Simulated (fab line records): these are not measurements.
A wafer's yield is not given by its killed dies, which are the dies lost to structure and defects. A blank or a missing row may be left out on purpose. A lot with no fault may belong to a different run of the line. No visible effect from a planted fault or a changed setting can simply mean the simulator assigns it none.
2 desks, one fault -- flow nandHarc -- every desk sees just its own numbers, and what lay behind them comes last

## THE TOOL OWNER'S DESK: lpcvd-01
The tool's own readings at NHARC_A_DECK1_JOINT_CVD_34 (deposits SiNx, target thk 20 nm): means of the sampled wafers that have a number, for each lot that ran on this tool. The brackets show how far a lot's mean lies from the usual mean; more than 4 standard deviations puts the lot out of limits, marked OUT.
Columns: A = pressureMtorr at NHARC_A_DECK1_JOINT_CVD_34, usual 300.1 mTorr; B = spikeTcBottomC at NHARC_A_DECK1_JOINT_CVD_34, usual 720 C; C = spikeTcCentreC at NHARC_A_DECK1_JOINT_CVD_34, usual 701.0 C
lot,first seen here,A,B,C
L358,day 12 01:13,299.4,722,701.3
L359,day 12 11:32,299.9,725,700.1
L362,day 13 07:28,300.5,723,701.0
L364,day 14 05:23,299.8,714,700.6
L363,day 14 08:40,299.4,715,700.5
L367,day 15 07:23,300.2,714,700.3
L371,day 17 10:34,300.3,724,700.9
L372,day 17 10:34,300.6,715,700.2
L373,day 18 04:17,300.5,724,701.7
L377,day 19 23:05,300.9,723,701.8
L380,day 21 08:47,299.1,723,700.9
This desk found nothing out of limits on any of the 11 lots.

## THE DEFECT DESK
Per lot, the means of the sampled wafers with a number show what the inspections along the route counted. The brackets show how far a lot's mean lies from the usual mean; more than 4 standard deviations puts the lot out of limits, marked OUT.
Columns: A = rawDefectCount at NHARC_A_CHANNEL_FILL_D1_INSPECT_13, usual 355
lot,first seen here,A
L357,day 10 16:13,510
L358,day 11 07:19,232
L359,day 11 21:22,246
L362,day 12 17:20,314
L364,day 13 14:53,230
L363,day 13 18:33,279
L367,day 14 17:28,431
L371,day 16 20:29,509
L372,day 16 20:30,355
L373,day 17 11:45,335
L375,day 18 14:24,336
L376,day 18 23:35,371
L377,day 19 08:57,370
L380,day 20 15:22,427
This desk found nothing out of limits on any of the 14 lots.

## TAKEN TOGETHER
The desk of the tool owner found nothing out of limits.
No out-of-limits result turned up at the defect desk.

## WHAT THE SIMULATOR HAD INSERTED
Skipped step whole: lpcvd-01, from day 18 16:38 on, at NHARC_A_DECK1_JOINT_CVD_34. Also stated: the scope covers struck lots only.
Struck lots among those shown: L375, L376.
